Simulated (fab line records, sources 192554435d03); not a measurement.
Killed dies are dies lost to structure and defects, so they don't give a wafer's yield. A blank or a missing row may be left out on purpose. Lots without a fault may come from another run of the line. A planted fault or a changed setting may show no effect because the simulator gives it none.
Chamber matching | flow n5_finfet | N5_HKMG_FIN_STRIP_90 on rie_diel-06: 4 sister chambers
The step strips SOC in N2/H2, time 20 s. 4 wafers are shown with their chamber, then 8 later ones without.

WAFERS WITH THEIR CHAMBER
wafer  | chamber | oes_product_au (a.u.)
L079.2 | 2       | 0.87
L081.1 | 1       | 0.70
L081.5 | 3       | 0.86
L085.1 | 0       | 0.82

WAFERS WITHOUT THEIR CHAMBER
wafer  | oes_product_au (a.u.)
L085.4 | 0.87
L085.5 | 0.82
L094.1 | 0.83
L094.2 | 0.84
L094.4 | 0.83
L096.1 | 0.79
L096.2 | 0.84
L096.3 | 0.82

WHICH CHAMBER EACH WENT THROUGH
wafer  | from the rows above          | in truth
L085.4 | can't be placed: 2 or 3      | 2
L085.5 | 0                            | 0
L094.1 | can't be placed: 0 or 3 or 2 | 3
L094.2 | can't be placed: 0 or 3 or 2 | 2
L094.4 | can't be placed: 0 or 3 or 2 | 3
L096.1 | 0                            | 0
L096.2 | can't be placed: 0 or 3 or 2 | 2
L096.3 | 0                            | 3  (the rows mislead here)
Placed correctly: 2 of 8. Can't be placed from these rows: 5 (the true chamber is among the candidates in 5). Placed wrongly: 1.
How it was worked out, from the rows above alone: a wafer's distance from a chamber is the root of the sum, over the readings, of the square of ((its reading less the chamber's mean) divided by the reading's scatter). The wafer belongs to the nearest chamber; if the next one is less than 2 further off, it can't be placed. A chamber's mean is the mean of its shown wafers. The scatter: with one shown wafer a chamber, the root of the mean of the squares of how far each hidden wafer lies from its nearest shown one.
